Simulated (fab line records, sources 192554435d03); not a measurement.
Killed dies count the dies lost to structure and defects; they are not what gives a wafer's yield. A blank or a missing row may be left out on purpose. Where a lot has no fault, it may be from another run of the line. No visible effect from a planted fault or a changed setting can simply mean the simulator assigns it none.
Shared-tool check -- flow n5 finfet -- Sampled: 12 lots, 34 wafers

## REASON FOR OPENING
At N5_BEOL_M7_OVL_MEAS_29 the reading V6_OVL is flagged on 3 of 12 lots. No-fault wafers: -0.2 nm, standard deviation 0.7.
Rule: flag the lot when none of its wafers has a number, or when each of its wafers that has one lies beyond 4 standard deviations from that mean. The rest of the lots are taken to be sound.

lot,measured,on,"V6_OVL (nm), wafer by wafer",flag
L487,day 9 02:21,overlay-01,0.4 1.0 0.1,
L488,day 9 11:20,overlay-01,-0.3 -0.1,
L489,day 10 05:05,overlay-01,-0.9 -0.5 -0.3,
L492,day 10 17:28,overlay-01,9.1 8.7 8.4,FLAGGED
L493,day 10 21:21,overlay-02,9.4 9.2 9.2,FLAGGED
L494,day 11 11:30,overlay-01,9.4 9.6 10.3,FLAGGED
L496,day 12 00:16,overlay-02,1.3 -0.3 -0.6,
L500,day 12 06:58,overlay-02,-1.4 -1.0 -1.3,
L503,day 13 10:59,overlay-01,0.4 -1.2 -0.2,
L505,day 13 20:23,overlay-02,-0.4 0.1 -0.1,
L504,day 13 23:46,overlay-02,-1.0 -0.4,
L509,day 14 21:38,overlay-01,-0.5 -0.9 0.0,
On average the flagged lots' numbers are 9.3 nm, which is +9.5 nm against the usual, or +14 standard deviations.

## WHICH TOOL RAN EACH LOT
Before the reading, the record contains 3 process steps out of a 1938-step route. Each cell gives the tool, then ch followed by the chambers the sampled wafers passed through, then the start.
lot,flag,N5_BEOL_M7_DESCUM_16,N5_BEOL_M7_ETCH_61,N5_BEOL_M7_EXPOSE_25
L487,,"rie diel-04 ch 0,2,3, day 9 00:50","rie diel-04 ch 0,2,3, day 9 00:52","euv scanner-02 ch 0, day 9 02:11"
L488,,"rie diel-05 ch 1,2, day 9 07:25","rie diel-05 ch 1,2, day 9 07:26","euv scanner-02 ch 0, day 9 11:10"
L489,,"rie diel-05 ch 0,1, day 10 02:10","rie diel-05 ch 0,1, day 10 02:12","euv scanner-01 ch 0, day 10 04:56"
L492,FLAGGED,"rie diel-05 ch 0,1,3, day 10 14:08","rie diel-05 ch 0,1,3, day 10 14:11","euv scanner-02 ch 0, day 10 17:18"
L493,FLAGGED,"rie diel-01 ch 0,2, day 10 18:44","rie diel-01 ch 0,2, day 10 18:46","euv scanner-02 ch 0, day 10 21:11"
L494,FLAGGED,"rie diel-04 ch 2,3, day 11 05:44","rie diel-04 ch 2,3, day 11 05:46","euv scanner-02 ch 0, day 11 11:20"
L496,,"rie diel-04 ch 1,2, day 11 22:34","rie diel-04 ch 1,2, day 11 22:35","euv scanner-01 ch 0, day 12 00:07"
L500,,"rie diel-04 ch 0,2,3, day 12 05:55","rie diel-04 ch 0,2,3, day 12 05:57","euv scanner-01 ch 0, day 12 06:48"
L503,,"rie diel-01 ch 1,2,3, day 13 09:07","rie diel-01 ch 1,2,3, day 13 09:10","euv scanner-01 ch 0, day 13 10:50"
L505,,"rie diel-01 ch 0,1, day 13 16:41","rie diel-01 ch 0,1, day 13 16:43","euv scanner-01 ch 0, day 13 20:13"
L504,,"rie diel-01 ch 1,3, day 13 21:59","rie diel-01 ch 1,3, day 13 22:01","euv scanner-01 ch 0, day 13 23:36"
L509,,"rie diel-05 ch 0,2,3, day 14 20:31","rie diel-05 ch 0,2,3, day 14 20:32","euv scanner-01 ch 0, day 14 21:28"
What is done by these steps:
- N5_BEOL_M7_DESCUM_16: chemistry O2, time 7.9 s.
- N5_BEOL_M7_ETCH_61: etches SiARC in CF4, target depth 45.5 nm, time 75.8 s.
- N5_BEOL_M7_EXPOSE_25: exposes mask V6, target cd 40 nm.
- N5_BEOL_M7_OVL_MEAS_29

## FLAGGED AGAINST TOTAL, ONE TOOL AT A TIME (gauges that did the reading follow at the end)
step,tool,lots run,flagged,share of the flagged lots,sound lots run after its first flagged lot
N5_BEOL_M7_DESCUM_16,rie diel-01,4,1,some,"3 (L503,L505,L504)"
N5_BEOL_M7_DESCUM_16,rie diel-04,4,1,some,"2 (L496,L500)"
N5_BEOL_M7_DESCUM_16,rie diel-05,4,1,some,1 (L509)
N5_BEOL_M7_ETCH_61,rie diel-01,4,1,some,"3 (L503,L505,L504)"
N5_BEOL_M7_ETCH_61,rie diel-04,4,1,some,"2 (L496,L500)"
N5_BEOL_M7_ETCH_61,rie diel-05,4,1,some,1 (L509)
N5_BEOL_M7_EXPOSE_25,euv scanner-01,7,0,none,-
N5_BEOL_M7_EXPOSE_25,euv scanner-02,5,3,all,0
N5_BEOL_M7_OVL_MEAS_29,overlay-01,7,2,some,"2 (L503,L509)"
N5_BEOL_M7_OVL_MEAS_29,overlay-02,5,1,some,"4 (L496,L500,L505,L504)"

## WHAT THE TABLE PERMITS
1 row of the table ran every flagged lot: euv scanner-02 at N5_BEOL_M7_EXPOSE_25.
- euv scanner-02 at N5_BEOL_M7_EXPOSE_25 ran 5 lots, 3 of them flagged. Its last sound lot is L488 (day 9 11:10), its first flagged lot L492 (day 10 17:18): a fault that began between those two fits.
Left over: one tool, euv scanner-02 at N5_BEOL_M7_EXPOSE_25.

## WHAT THE SIMULATOR HAD INSERTED
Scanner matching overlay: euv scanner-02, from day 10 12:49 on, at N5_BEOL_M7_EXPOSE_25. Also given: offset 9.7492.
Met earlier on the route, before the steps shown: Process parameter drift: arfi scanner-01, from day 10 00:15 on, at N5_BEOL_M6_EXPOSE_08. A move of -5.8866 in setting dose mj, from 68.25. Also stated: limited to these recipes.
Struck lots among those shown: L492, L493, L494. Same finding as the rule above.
